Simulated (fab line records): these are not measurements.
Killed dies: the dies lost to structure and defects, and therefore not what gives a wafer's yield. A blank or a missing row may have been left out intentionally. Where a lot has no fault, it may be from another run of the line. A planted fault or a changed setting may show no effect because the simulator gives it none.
fab line records    flow n5Finfet
record: lots: 24  wafers: 72  lastDay: 18
route steps=1938 shown BEOL_M1@801 BEOL_M2@842
lots that met no fault: from a run of the same line without faults
startH: hours from the record's first day to the start of the lot's first wafer shown    waitH: hours since the lot's step before    " as in the row above    L1.1+2: several wafers, shown together as one row    - no value, or no start was given    * or withheld: withheld    < > ~ a bound
route shown NAME@n: a module of which the file shows steps, and the number in the route of the first    usual: the fault-free wafers' mean and standard deviation    same: alike in all rows    chamber/n: place in a boat    sites: per-site readings    _std_site: standard deviation of those values    _edge_site: mean of outer sites minus mean of inner sites    radiusMm: for every site, how far away it sits from the centre of the wafer    mask NAME#n: copy n    behind: the most recent tool/chamber to have shaped the wafer    hold: what put the lot on hold/how long, in hours/how the hold closed    device: whichever transistor did not switch (one of n, p or np)    end of line: at the end of the route, the tests of the same wafers    for a step that has no rows: nothing shown but its recipe    killed: dies lost to structure and defects at the first sort, not the wafer's yield    map: a wafer's dies, marking killed ones x, the rest . and places with no die _
set.NAME: the setting the step ran with; set.NAME@STEP: the setting that earlier step ran with    model.NAME: the simulator's own value behind a step, which no gauge read
route steps across a sampled set of lots; one table per step, one row per wafer
services: the hour from which a tool's chamber was out of use, counted from the record's first day as startH (under 0 if before that day), plus the number of hours and why
== steps ==
step: N5_BEOL_M1_ETCH_41
recipe: chemistry: CH3F/O2  target: SiCN  targetDepthA: 319  taperDeg: 2  timeS: 57.8  ionEnergyEv: 120  maskMaterial: TiN  pressureMtorr: 30  sourceW: 395  biasW: 75  Ar_flow_sccm: 150  CH3F_flow_sccm: 30  O2_flow_sccm: 20
usual: drypumpMotorCurrentA: 5.6/0.47  oesProductAu: 0.82/0.096  rfFwdPowerW: 391.3/1.9  rfVppV: 297.4/1.8  showerheadPlenumPTorr: 2.01/0.078  throttleValvePct: 16.40/0.18
lot.wafer  tool        chamber  startH  waitH  drypumpMotorCurrentA  oesProductAu  rfFwdPowerW  rfHoursCounterH  rfVppV  showerheadPlenumPTorr  throttleValvePct
L075.1     rieDiel-02  2        -       -      5.8                   0.89          390.6        22               299.4   2.11                   16.08
L075.2     "           3        "       "      5.7                   0.98          390.5        9                296.3   1.96                   16.23
L075.6     "           3        "       "      5.7                   0.99          393.8        -                297.9   1.96                   16.23
L076.4     rieDiel-04  2        -       -      6.1                   0.89          386.9        -                300.9   2.12                   16.44
L076.5     "           1        "       "      5.2                   0.71          392.1        -                295.4   1.98                   16.49
L076.6     "           0        "       "      4.7                   0.67          389.8        -                294.7   1.89                   16.58
L074.3     rieDiel-04  1        -       -      5.2                   0.71          392.2        213              296.5   1.98                   16.49
L074.5     "           1        "       "      5.2                   0.70          393.6        -                297.3   1.98                   16.50
L074.6     "           3        "       "      6.2                   0.80          391.7        -                294.9   1.94                   16.58
L077.2     rieDiel-05  1        -       -      6.3                   0.69          393.4        189              296.3   1.98                   16.56
L077.5     "           1        "       "      6.3                   0.70          391.6        -                295.0   1.98                   16.54
L077.6     "           2        "       "      5.5                   0.82          391.4        -                294.8   1.94                   16.36
L078.3     rieDiel-02  1        -       -      5.1                   0.99          391.9        2                297.2   1.98                   16.34
L078.4     "           1        "       "      5.1                   1.00          392.6        -                295.2   1.98                   16.34
L078.6     "           0        "       "      5.7                   0.73          389.0        -                297.9   2.00                   16.58
L079.2     rieDiel-02  0        -       -      5.7                   0.73          391.2        183              296.5   2.00                   16.59
L079.3     "           1        "       "      5.1                   0.97          393.8        5                295.4   1.97                   16.35
L079.4     "           2        "       "      5.8                   0.90          393.9        27               299.2   2.11                   16.11
L080.2     rieDiel-04  0        -       -      4.8                   0.96          388.4        3                299.3   2.13                   16.10
L080.5     "           1        "       "      5.2                   0.70          395.4        -                296.7   1.98                   16.52
L080.6     "           0        "       "      4.8                   0.95          387.3        -                300.5   2.13                   16.12
L081.1     rieDiel-04  0        -       -      4.8                   0.95          390.5        3                299.0   2.13                   16.08
L081.4     "           1        "       "      5.2                   0.69          391.7        222              297.2   1.98                   16.51
L081.5     "           2        "       "      6.2                   0.86          387.1        -                300.7   2.12                   16.49
L083.3     rieDiel-04  1        -       -      5.1                   0.70          394.1        224              296.5   1.98                   16.54
L083.5     "           2        "       "      6.1                   0.87          387.9        -                297.8   2.12                   16.48
L083.6     "           3        "       "      6.2                   0.79          389.2        -                294.3   1.94                   16.62
L082.1     rieDiel-02  3        -       -      5.8                   0.93          392.3        25               296.9   1.96                   16.25
L082.3     "           1        "       "      5.1                   0.94          392.9        13               295.8   1.97                   16.35
L082.4     "           2        "       "      5.8                   0.87          394.7        36               299.0   2.11                   16.11
L084.2     rieDiel-02  3        -       -      5.8                   0.92          390.4        26               295.4   1.96                   16.27
L084.3     "           0        "       "      5.7                   0.72          391.4        193              297.0   1.99                   16.60
L084.5     "           0        "       "      5.7                   0.72          390.5        -                296.2   1.99                   16.61
L085.2     rieDiel-04  2        -       -      6.1                   0.85          389.4        44               300.0   2.12                   16.49
L085.3     "           1        "       "      5.1                   0.69          392.5        230              296.3   1.98                   16.52
L085.4     "           3        "       "      6.2                   0.79          390.5        126              295.9   1.94                   16.63
L086.1     rieDiel-05  2        -       -      5.5                   0.81          392.5        95               295.7   1.94                   16.37
L086.5     "           3        "       "      5.9                   0.86          392.0        -                299.2   2.12                   16.13
L086.6     "           2        "       "      5.5                   0.81          390.1        -                296.0   1.94                   16.37
L088.1     rieDiel-02  1        -       -      5.1                   0.92          390.9        21               296.2   1.97                   16.37
L088.5     "           3        "       "      5.7                   0.91          393.1        -                296.7   1.96                   16.29
L088.6     "           0        "       "      5.7                   0.71          390.2        -                296.3   1.99                   16.63
L089.2     rieDiel-02  2        -       -      5.8                   0.85          393.2        48               299.7   2.10                   16.13
L089.5     "           1        "       "      5.1                   0.90          392.4        -                296.3   1.97                   16.39
L089.6     "           2        "       "      5.9                   0.84          392.6        -                301.0   2.10                   16.13
L087.1     rieDiel-04  0        -       -      4.8                   0.89          391.5        21               300.0   2.13                   16.15
L087.3     "           1        "       "      5.1                   0.68          393.8        240              297.7   1.97                   16.56
L087.6     "           3        "       "      6.2                   0.78          390.8        -                294.6   1.94                   16.64
L090.1     rieDiel-05  3        -       -      5.9                   0.85          391.9        55               300.7   2.11                   16.13
L090.3     "           0        "       "      5.4                   0.69          391.5        236              296.5   1.88                   16.42
L090.4     "           1        "       "      6.3                   0.69          389.9        208              297.7   1.98                   16.58
L092.1     rieDiel-02  1        -       -      5.1                   0.91          392.5        28               297.6   1.97                   16.39
L092.4     "           0        "       "      5.8                   0.71          389.2        207              298.3   1.99                   16.64
L092.6     "           2        "       "      5.8                   0.86          392.6        -                298.7   2.10                   16.13
L091.1     rieDiel-04  2        -       -      6.1                   0.84          387.9        57               301.2   2.11                   16.53
L091.2     "           3        "       "      6.2                   0.77          390.0        140              294.8   1.93                   16.64
L091.3     "           0        "       "      4.8                   0.89          391.4        26               298.7   2.13                   16.13
L093.1     rieDiel-04  1        -       -      5.2                   0.68          393.2        244              295.8   1.97                   16.55
L093.2     "           0        "       "      4.8                   0.88          392.3        26               298.5   2.13                   16.16
L093.4     "           2        "       "      6.1                   0.83          388.4        57               298.0   2.11                   16.51
L095.3     rieDiel-02  3        -       -      5.7                   0.90          390.0        41               296.9   1.95                   16.29
L095.5     "           0        "       "      5.7                   0.70          390.9        -                296.4   1.99                   16.64
L095.6     "           1        "       "      5.1                   0.92          394.6        -                297.0   1.97                   16.41
L094.1     rieDiel-04  2        -       -      6.2                   0.83          387.2        58               298.7   2.11                   16.52
L094.5     "           0        "       "      4.8                   0.89          390.4        -                300.3   2.13                   16.16
L094.6     "           1        "       "      5.2                   0.69          394.1        -                297.0   1.97                   16.56
L096.1     rieDiel-02  1        -       -      5.1                   0.90          390.9        33               295.8   1.97                   16.41
L096.2     "           0        "       "      5.7                   0.70          390.8        212              297.7   1.98                   16.64
L096.4     "           0        "       "      5.7                   0.71          390.3        -                297.1   1.99                   16.65
L097.2     rieDiel-05  0        -       -      5.4                   0.68          392.8        247              295.3   1.87                   16.45
L097.3     "           3        "       "      5.9                   0.83          394.1        66               298.3   2.11                   16.15
L097.5     "           3        "       "      5.9                   0.83          393.5        -                299.1   2.11                   16.15
step: N5_BEOL_M1_ANNEAL_89
recipe: tempC: 400  timeS: 240  ambient: vacuum
usual: heaterPowerW: 800/68
lot.wafer  tool           chamber  startH  waitH  heaterPowerW
L075.1     pvdSputter-01  -        144.04  0.1    801
L075.2     "              -        "       "      855
L075.6     "              -        "       "      827
L076.4     pvdSputter-02  -        146.20  0.0    698
L076.5     "              -        "       "      754
L076.6     "              -        "       "      695
L074.3     pvdSputter-03  -        149.45  0.0    792
L074.5     "              -        "       "      812
L074.6     "              -        "       "      752
L077.2     pvdSputter-02  -        155.54  0.0    798
L077.5     "              -        "       "      790
L077.6     "              -        "       "      944
L078.3     pvdSputter-01  -        157.18  0.1    793
L078.4     "              -        "       "      853
L078.6     "              -        "       "      821
L079.2     pvdSputter-01  -        163.73  0.0    793
L079.3     "              -        "       "      840
L079.4     "              -        "       "      838
L080.2     pvdSputter-02  -        177.39  0.0    922
L080.5     "              -        "       "      787
L080.6     "              -        "       "      700
L081.1     pvdSputter-02  -        179.31  0.0    699
L081.4     "              -        "       "      782
L081.5     "              -        "       "      764
L083.3     pvdSputter-01  -        187.06  0.0    806
L083.5     "              -        "       "      813
L083.6     "              -        "       "      868
L082.1     pvdSputter-01  -        195.69  0.0    780
L082.3     "              -        "       "      746
L082.4     "              -        "       "      870
L084.2     pvdSputter-01  -        202.97  0.0    741
L084.3     "              -        "       "      818
L084.5     "              -        "       "      872
L085.2     pvdSputter-03  -        206.52  0.0    920
L085.3     "              -        "       "      851
L085.4     "              -        "       "      733
L086.1     pvdSputter-02  -        209.59  0.0    720
L086.5     "              -        "       "      751
L086.6     "              -        "       "      712
L088.1     pvdSputter-02  -        218.66  0.0    759
L088.5     "              -        "       "      711
L088.6     "              -        "       "      783
L089.2     pvdSputter-03  -        232.77  0.0    793
L089.5     "              -        "       "      758
L089.6     "              -        "       "      799
L087.1     pvdSputter-02  -        233.23  0.0    785
L087.3     "              -        "       "      708
L087.6     "              -        "       "      773
L090.1     pvdSputter-02  -        237.87  0.0    749
L090.3     "              -        "       "      924
L090.4     "              -        "       "      768
L092.1     pvdSputter-02  -        241.69  0.0    932
L092.4     "              -        "       "      774
L092.6     "              -        "       "      770
L091.1     pvdSputter-02  -        244.72  0.0    908
L091.2     "              -        "       "      708
L091.3     "              -        "       "      813
L093.1     pvdSputter-01  -        245.31  0.0    816
L093.2     "              -        "       "      749
L093.4     "              -        "       "      870
L095.3     pvdSputter-01  -        248.13  0.0    792
L095.5     "              -        "       "      799
L095.6     "              -        "       "      879
L094.1     pvdSputter-02  -        249.56  0.0    764
L094.5     "              -        "       "      755
L094.6     "              -        "       "      723
L096.1     pvdSputter-03  -        257.88  0.0    753
L096.2     "              -        "       "      799
L096.4     "              -        "       "      853
L097.2     pvdSputter-02  -        266.71  0.0    787
L097.3     "              -        "       "      713
L097.5     "              -        "       "      915
step: N5_BEOL_M1_ANNEAL_91
recipe: tempC: 400  timeS: 240  ambient: vacuum
usual: heaterPowerW: 799/68
lot.wafer  tool           chamber  startH  waitH  heaterPowerW
L075.1     pvdSputter-01  -        144.48  0.1    804
L075.2     "              -        "       "      872
L075.6     "              -        "       "      814
L076.4     pvdSputter-02  -        146.42  0.0    694
L076.5     "              -        "       "      758
L076.6     "              -        "       "      706
L074.3     pvdSputter-03  -        149.67  0.0    799
L074.5     "              -        "       "      794
L074.6     "              -        "       "      747
L077.2     pvdSputter-02  -        155.76  0.0    788
L077.5     "              -        "       "      772
L077.6     "              -        "       "      917
L078.3     pvdSputter-01  -        157.62  0.1    819
L078.4     "              -        "       "      865
L078.6     "              -        "       "      809
L079.2     pvdSputter-01  -        163.95  0.0    798
L079.3     "              -        "       "      843
L079.4     "              -        "       "      873
L080.2     pvdSputter-02  -        177.61  0.0    925
L080.5     "              -        "       "      788
L080.6     "              -        "       "      725
L081.1     pvdSputter-02  -        179.53  0.0    712
L081.4     "              -        "       "      762
L081.5     "              -        "       "      756
L083.3     pvdSputter-01  -        187.28  0.0    796
L083.5     "              -        "       "      792
L083.6     "              -        "       "      866
L082.1     pvdSputter-01  -        195.91  0.0    820
L082.3     "              -        "       "      733
L082.4     "              -        "       "      838
L084.2     pvdSputter-01  -        203.19  0.0    737
L084.3     "              -        "       "      812
L084.5     "              -        "       "      850
L085.2     pvdSputter-03  -        206.74  0.0    942
L085.3     "              -        "       "      845
L085.4     "              -        "       "      744
L086.1     pvdSputter-02  -        209.81  0.0    708
L086.5     "              -        "       "      793
L086.6     "              -        "       "      705
L088.1     pvdSputter-02  -        218.88  0.0    750
L088.5     "              -        "       "      720
L088.6     "              -        "       "      765
L089.2     pvdSputter-03  -        232.99  0.0    797
L089.5     "              -        "       "      754
L089.6     "              -        "       "      808
L087.1     pvdSputter-02  -        233.45  0.0    785
L087.3     "              -        "       "      692
L087.6     "              -        "       "      767
L090.1     pvdSputter-02  -        238.09  0.0    762
L090.3     "              -        "       "      907
L090.4     "              -        "       "      767
L092.1     pvdSputter-02  -        241.91  0.0    953
L092.4     "              -        "       "      769
L092.6     "              -        "       "      778
L091.1     pvdSputter-02  -        244.94  0.0    909
L091.2     "              -        "       "      706
L091.3     "              -        "       "      790
L093.1     pvdSputter-01  -        245.53  0.0    789
L093.2     "              -        "       "      735
L093.4     "              -        "       "      870
L095.3     pvdSputter-01  -        248.35  0.0    807
L095.5     "              -        "       "      797
L095.6     "              -        "       "      877
L094.1     pvdSputter-02  -        249.78  0.0    771
L094.5     "              -        "       "      775
L094.6     "              -        "       "      694
L096.1     pvdSputter-03  -        258.10  0.0    742
L096.2     "              -        "       "      800
L096.4     "              -        "       "      859
L097.2     pvdSputter-02  -        266.93  0.0    777
L097.3     "              -        "       "      710
L097.5     "              -        "       "      919
step: N5_BEOL_M1_SPUTTER_94
recipe: material: Cu  targetThkA: 45  tempC: -20  chamberPressurePa: 0.07  powerW: withheld  timeS: 8.29
usual: chamberPressurePa: 0.07/0.00016  throttleValvePct: 30.1/0.72
lot.wafer  tool           chamber  startH  waitH  chamberPressurePa  throttleValvePct
L075.1     pvdSputter-01  -        145.20  0.1    0.07               30.7
L075.2     "              -        "       "      0.07013            31.0
L075.6     "              -        "       "      0.07001            30.8
L076.4     pvdSputter-02  -        146.78  0.1    0.07013            29.9
L076.5     "              -        "       "      0.07003            30.4
L076.6     "              -        "       "      0.07018            29.6
L074.3     pvdSputter-03  -        150.03  0.1    0.07014            29.1
L074.5     "              -        "       "      0.06987            29.1
L074.6     "              -        "       "      0.06993            31.6
L077.2     pvdSputter-02  -        156.12  0.1    0.06994            29.9
L077.5     "              -        "       "      0.07018            29.8
L077.6     "              -        "       "      0.07001            29.9
L078.3     pvdSputter-01  -        158.34  0.1    0.06997            30.3
L078.4     "              -        "       "      0.07005            30.8
L078.6     "              -        "       "      0.07022            30.4
L079.2     pvdSputter-01  -        164.31  0.1    0.06996            30.0
L079.3     "              -        "       "      0.07024            30.7
L079.4     "              -        "       "      0.07033            30.9
L080.2     pvdSputter-02  -        177.97  0.1    0.07               30.2
L080.5     "              -        "       "      0.0701             29.8
L080.6     "              -        "       "      0.07013            29.8
L081.1     pvdSputter-02  -        179.89  0.1    0.07035            29.8
L081.4     "              -        "       "      0.07007            29.6
L081.5     "              -        "       "      0.07014            30.5
L083.3     pvdSputter-01  -        187.64  0.1    0.06981            30.2
L083.5     "              -        "       "      0.06995            30.0
L083.6     "              -        "       "      0.0699             30.9
L082.1     pvdSputter-01  -        196.27  0.1    0.06998            30.3
L082.3     "              -        "       "      0.07012            29.2
L082.4     "              -        "       "      0.06987            30.8
L084.2     pvdSputter-01  -        203.55  0.1    0.06984            28.6
L084.3     "              -        "       "      0.07008            30.6
L084.5     "              -        "       "      0.06986            30.7
L085.2     pvdSputter-03  -        207.10  0.1    0.06983            29.9
L085.3     "              -        "       "      0.06997            28.0
L085.4     "              -        "       "      0.07006            31.3
L086.1     pvdSputter-02  -        210.17  0.1    0.07002            29.6
L086.5     "              -        "       "      0.07003            29.9
L086.6     "              -        "       "      0.07009            29.3
L088.1     pvdSputter-02  -        219.24  0.1    0.0701             30.5
L088.5     "              -        "       "      0.07023            29.7
L088.6     "              -        "       "      0.0701             30.4
L089.2     pvdSputter-03  -        233.35  0.1    0.06981            29.1
L089.5     "              -        "       "      0.0698             31.2
L089.6     "              -        "       "      0.06992            29.1
L087.1     pvdSputter-02  -        233.81  0.1    0.0699             29.6
L087.3     "              -        "       "      0.06988            29.8
L087.6     "              -        "       "      0.06976            30.6
L090.1     pvdSputter-02  -        238.45  0.1    0.07013            30.2
L090.3     "              -        "       "      0.07018            30.3
L090.4     "              -        "       "      0.06997            29.8
L092.1     pvdSputter-02  -        242.27  0.1    0.07011            30.0
L092.4     "              -        "       "      0.0702             30.1
L092.6     "              -        "       "      0.06981            30.7
L091.1     pvdSputter-02  -        245.30  0.1    0.07025            30.0
L091.2     "              -        "       "      0.06991            29.6
L091.3     "              -        "       "      0.07004            29.7
L093.1     pvdSputter-01  -        245.89  0.1    0.06974            30.2
L093.2     "              -        "       "      0.07014            28.7
L093.4     "              -        "       "      0.06999            30.9
L095.3     pvdSputter-01  -        248.71  0.1    0.07029            30.5
L095.5     "              -        "       "      0.07032            29.9
L095.6     "              -        "       "      0.07017            31.0
L094.1     pvdSputter-02  -        250.14  0.1    0.06977            30.3
L094.5     "              -        "       "      0.0699             30.5
L094.6     "              -        "       "      0.06975            29.7
L096.1     pvdSputter-03  -        258.46  0.1    0.06962            31.5
L096.2     "              -        "       "      0.06996            29.2
L096.4     "              -        "       "      0.07022            28.1
L097.2     pvdSputter-02  -        267.29  0.1    0.06984            29.7
L097.3     "              -        "       "      0.07               29.7
L097.5     "              -        "       "      0.06948            29.9
step: N5_BEOL_M2_THK_MEAS_01
recipe: reads: SiOC_of_BEOL_M2_ILD_DEP_00
usual: M2_ILD_THK: 79.1/1
lot.wafer  tool          chamber  startH  waitH  M2_ILD_THK[nm]
L075.1     filmMetro-01  -        148.53  0.0    79.0
L075.2     "             -        "       "      79.3
L075.6     "             -        "       "      79.5
L076.4     filmMetro-02  -        149.55  0.0    80.6
L076.5     "             -        "       "      80.8
L076.6     "             -        "       "      80.7
L074.3     filmMetro-02  -        154.27  0.1    79.9
L074.5     "             -        "       "      81.0
L074.6     "             -        "       "      80.1
L077.2     filmMetro-02  -        160.35  0.1    79.3
L077.5     "             -        "       "      81.1
L077.6     "             -        "       "      79.3
L078.3     filmMetro-02  -        162.84  0.1    77.9
L078.4     "             -        "       "      80.0
L078.6     "             -        "       "      78.8
L079.2     filmMetro-01  -        167.67  0.1    77.3
L079.3     "             -        "       "      79.7
L079.4     "             -        "       "      79.7
L080.2     filmMetro-02  -        179.36  0.1    77.9
L080.5     "             -        "       "      79.5
L080.6     "             -        "       "      79.9
L081.1     filmMetro-02  -        181.43  0.0    78.9
L081.4     "             -        "       "      80.5
L081.5     "             -        "       "      79.7
L083.3     filmMetro-02  -        189.04  0.1    78.0
L083.5     "             -        "       "      78.6
L083.6     "             -        "       "      78.3
L082.1     filmMetro-02  -        197.67  0.0    78.4
L082.3     "             -        "       "      78.5
L082.4     "             -        "       "      80.3
L084.2     filmMetro-02  -        204.98  0.1    78.5
L084.3     "             -        "       "      79.2
L084.5     "             -        "       "      80.7
L085.2     filmMetro-02  -        208.94  0.1    78.3
L085.3     "             -        "       "      77.1
L085.4     "             -        "       "      78.4
L086.1     filmMetro-02  -        211.57  0.0    78.6
L086.5     "             -        "       "      79.6
L086.6     "             -        "       "      79.5
L088.1     filmMetro-02  -        220.67  0.0    77.4
L088.5     "             -        "       "      78.5
L088.6     "             -        "       "      79.8
L089.2     filmMetro-01  -        234.75  0.1    79.9
L089.5     "             -        "       "      80.1
L089.6     "             -        "       "      80.8
L087.1     filmMetro-02  -        236.12  0.0    77.9
L087.3     "             -        "       "      77.9
L087.6     "             -        "       "      79.3
L090.1     filmMetro-02  -        239.84  0.0    77.4
L090.3     "             -        "       "      77.4
L090.4     "             -        "       "      78.6
L092.1     filmMetro-02  -        243.67  0.0    77.9
L092.4     "             -        "       "      78.9
L092.6     "             -        "       "      79.6
L091.1     filmMetro-02  -        246.95  0.0    77.9
L091.2     "             -        "       "      78.2
L091.3     "             -        "       "      78.7
L093.1     filmMetro-02  -        247.70  0.0    78.0
L093.2     "             -        "       "      79.1
L093.4     "             -        "       "      79.6
L095.3     filmMetro-02  -        251.23  0.1    78.8
L095.5     "             -        "       "      79.5
L095.6     "             -        "       "      80.0
L094.1     filmMetro-02  -        251.55  0.0    78.4
L094.5     "             -        "       "      80.2
L094.6     "             -        "       "      79.4
L096.1     filmMetro-02  -        259.86  0.0    77.6
L096.2     "             -        "       "      78.2
L096.4     "             -        "       "      78.8
L097.2     filmMetro-01  -        268.70  0.1    79.7
L097.3     "             -        "       "      80.7
L097.5     "             -        "       "      80.1
step: N5_BEOL_M2_HM_DEP_02
recipe: material: TiN  targetThkA: 200  tempC: 25  chamberPressurePa: 0.49996
usual: chamberPressurePa: 0.5000/0.001  throttleValvePct: 29.8/0.94
lot.wafer  tool           chamber  startH  waitH  chamberPressurePa  throttleValvePct
L075.1     pvdSputter-01  -        149.96  1.4    0.4995             30.6
L075.2     "              -        "       "      0.5012             29.0
L075.6     "              -        "       "      0.5004             28.9
L076.4     pvdSputter-01  -        150.16  0.5    0.5000             31.0
L076.5     "              -        "       "      0.4991             30.5
L076.6     "              -        "       "      0.5003             29.1
L074.3     pvdSputter-02  -        156.42  2.1    0.4994             29.7
L074.5     "              -        "       "      0.4980             30.3
L074.6     "              -        "       "      0.4986             29.9
L077.2     pvdSputter-02  -        161.70  1.3    0.5017             30.3
L077.5     "              -        "       "      0.4995             29.9
L077.6     "              -        "       "      0.5006             30.0
L078.3     pvdSputter-01  -        164.77  1.9    0.4995             28.7
L078.4     "              -        "       "      0.5007             29.9
L078.6     "              -        "       "      0.5003             30.4
L079.2     pvdSputter-03  -        167.76  0.0    0.5001             28.4
L079.3     "              -        "       "      0.4981             29.2
L079.4     "              -        "       "      0.4995             29.4
L080.2     pvdSputter-03  -        180.03  0.6    0.4993             28.4
L080.5     "              -        "       "      0.5012             28.9
L080.6     "              -        "       "      0.4996             31.2
L081.1     pvdSputter-03  -        183.01  1.5    0.4998             28.8
L081.4     "              -        "       "      0.4999             27.9
L081.5     "              -        "       "      0.5001             28.0
L083.3     pvdSputter-03  -        189.97  0.9    0.4998             29.0
L083.5     "              -        "       "      0.4981             29.7
L083.6     "              -        "       "      0.4994             28.0
L082.1     pvdSputter-03  -        199.10  1.4    0.5011             28.9
L082.3     "              -        "       "      0.5011             29.4
L082.4     "              -        "       "      0.4995             28.0
L084.2     pvdSputter-03  -        207.40  2.4    0.4982             29.8
L084.3     "              -        "       "      0.5010             29.0
L084.5     "              -        "       "      0.5009             29.1
L085.2     pvdSputter-02  -        210.65  1.7    0.5014             29.9
L085.3     "              -        "       "      0.5007             29.9
L085.4     "              -        "       "      0.5013             30.4
L086.1     pvdSputter-03  -        212.08  0.5    0.4999             31.6
L086.5     "              -        "       "      0.4995             30.0
L086.6     "              -        "       "      0.4991             31.6
L088.1     pvdSputter-02  -        221.16  0.4    0.5010             30.5
L088.5     "              -        "       "      0.5008             30.4
L088.6     "              -        "       "      0.5006             29.8
L089.2     pvdSputter-01  -        236.03  1.2    0.4987             30.2
L089.5     "              -        "       "      0.4986             29.2
L089.6     "              -        "       "      0.4999             30.3
L087.1     pvdSputter-01  -        236.67  0.5    0.4972             30.2
L087.3     "              -        "       "      0.5016             30.5
L087.6     "              -        "       "      0.5006             29.1
L090.1     pvdSputter-01  -        240.03  0.1    0.5009             31.1
L090.3     "              -        "       "      0.4994             30.5
L090.4     "              -        "       "      0.5008             30.2
L092.1     pvdSputter-03  -        246.14  2.4    0.4987             31.6
L092.4     "              -        "       "      0.5013             29.0
L092.6     "              -        "       "      0.4989             31.3
L091.1     pvdSputter-03  -        247.05  0.0    0.4981             29.2
L091.2     "              -        "       "      0.5002             31.6
L091.3     "              -        "       "      0.5012             27.8
L093.1     pvdSputter-02  -        248.28  0.5    0.4999             29.8
L093.2     "              -        "       "      0.4987             29.7
L093.4     "              -        "       "      0.4999             30.2
L095.3     pvdSputter-02  -        251.36  0.1    0.5002             29.6
L095.5     "              -        "       "      0.5019             29.7
L095.6     "              -        "       "      0.4996             29.9
L094.1     pvdSputter-02  -        251.66  0.0    0.4998             30.0
L094.5     "              -        "       "      0.5004             29.7
L094.6     "              -        "       "      0.5016             30.3
L096.1     pvdSputter-03  -        260.42  0.5    0.4981             28.1
L096.2     "              -        "       "      0.5007             29.2
L096.4     "              -        "       "      0.5000             29.6
L097.2     pvdSputter-02  -        269.37  0.6    0.5013             30.4
L097.3     "              -        "       "      0.5001             29.7
L097.5     "              -        "       "      0.5002             30.3
== services ==
tool           chamber  startH  hours  kind
rieDiel-02     1        126.64  -      clean
rieDiel-02     1        126.64  -      consumableReplace:focusRing
rieDiel-02     1        126.64  20.7   scheduledDown
rieDiel-02     1        126.64  20.7   ventCycle
pvdSputter-03  -        128.00  1.9    repair
rieDiel-04     3        138.80  6.5    repair
rieDiel-04     0        145.27  -      clean
rieDiel-04     0        145.27  -      consumableReplace:focusRing
rieDiel-04     0        145.27  -      consumableReplace:showerhead
rieDiel-04     0        145.27  22.0   scheduledDown
rieDiel-04     0        145.27  22.0   ventCycle
rieDiel-02     2        146.85  7.3    repair
rieDiel-02     -        174.45  5.9    repair
rieDiel-05     -        207.71  14.6   pm
rieDiel-05     1        238.66  19.1   repair
rieDiel-02     3        253.47  2.3    repair
rieDiel-04     1        263.33  -      clean
rieDiel-04     1        263.33  -      consumableReplace:focusRing
== key ==
fault none
